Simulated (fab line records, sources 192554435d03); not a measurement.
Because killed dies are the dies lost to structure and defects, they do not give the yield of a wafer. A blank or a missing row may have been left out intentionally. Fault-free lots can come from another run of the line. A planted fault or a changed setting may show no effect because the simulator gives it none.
Matching of chambers | flow n5 finfet | rie diel-04 running N5_BEOL_M0_ETCH_109: 4 sister chambers
The step etches SiCN in CH3F/O2, target depth 8 nm, overetch 2.4 nm, time 27.4 s. 19 wafers are shown with their chamber, then 9 later ones without.

WAFERS WITH THEIR CHAMBER
wafer  | chamber | throttle valve pct (%) | drypump motor current A (A) | showerhead plenum p Torr (Torr)
L767.2 | 3       | 16.47                  | 5.6                         | 1.97
L767.3 | 2       | 16.53                  | 5.8                         | 1.99
L767.4 | 0       | 16.25                  | 5.5                         | 1.92
L768.3 | 1       | 15.99                  | 6.1                         | 1.95
L768.5 | 0       | 16.26                  | 5.5                         | 1.92
L769.1 | 0       | 16.25                  | 5.5                         | 1.92
L769.2 | 2       | 16.56                  | 5.9                         | 1.98
L769.5 | 3       | 16.46                  | 5.6                         | 1.97
L772.1 | 2       | 16.58                  | 5.9                         | 1.98
L772.4 | 3       | 16.49                  | 5.7                         | 1.96
L772.6 | 1       | 16.02                  | 6.1                         | 1.94
L776.2 | 0       | 16.30                  | 5.5                         | 1.91
L776.5 | 1       | 16.02                  | 6.1                         | 1.94
L776.6 | 0       | 16.29                  | 5.5                         | 1.91
L775.1 | 1       | 16.02                  | 6.2                         | 1.94
L775.3 | 0       | 16.28                  | 5.5                         | 1.92
L775.6 | 3       | 16.48                  | 5.7                         | 1.96
L777.5 | 0       | 16.29                  | 5.5                         | 1.91
L777.6 | 3       | 16.49                  | 5.6                         | 1.96

SIGNATURES (averages over the wafers above)
reading                  | chamber 0 | chamber 1 | chamber 2 | chamber 3 | scatter within a chamber
throttle valve pct       | 16.2743   | 16.0125   | 16.5567   | 16.4780   | 0.0186
drypump motor current A  | 5.500     | 6.125     | 5.867     | 5.640     | 0.0418
showerhead plenum p Torr | 1.9157    | 1.9425    | 1.9833    | 1.9640    | 0.00537
Rule: a wafer lies at a distance from a chamber equal to the root of the sum of squares, over the readings, of (its reading less the chamber's mean, divided by the reading's scatter). The wafer belongs to the nearest chamber; if the next one is less than 2 further off, it can't be placed. The scatter is the square root of a quotient: the sum, over the shown wafers, of each reading's squared deviation from its chamber's mean, divided by wafers minus chambers.

WAFERS WITH NO CHAMBER GIVEN
wafer  | throttle valve pct (%) | drypump motor current A (A) | showerhead plenum p Torr (Torr)
L786.1 | 16.32                  | 5.5                         | 1.91
L786.3 | 16.08                  | 6.2                         | 1.93
L786.5 | 16.06                  | 6.1                         | 1.93
L787.1 | 16.08                  | 6.2                         | 1.93
L787.2 | 16.54                  | 5.7                         | 1.95
L787.5 | 16.54                  | 5.6                         | 1.95
L788.2 | 16.09                  | 6.1                         | 1.93
L788.3 | 16.55                  | 5.6                         | 1.95
L788.5 | 16.32                  | 5.5                         | 1.91

THE CHAMBER EACH PASSED THROUGH
wafer  | from the rows above | in truth
L786.1 | 0                   | 0
L786.3 | 1                   | 1
L786.5 | 1                   | 1
L787.1 | 1                   | 1
L787.2 | 3                   | 3
L787.5 | 3                   | 3
L788.2 | 1                   | 1
L788.3 | 3                   | 3
L788.5 | 0                   | 0
Correct placement for 9 of the 9. Not placeable from these rows: 0. Placed wrongly: 0.
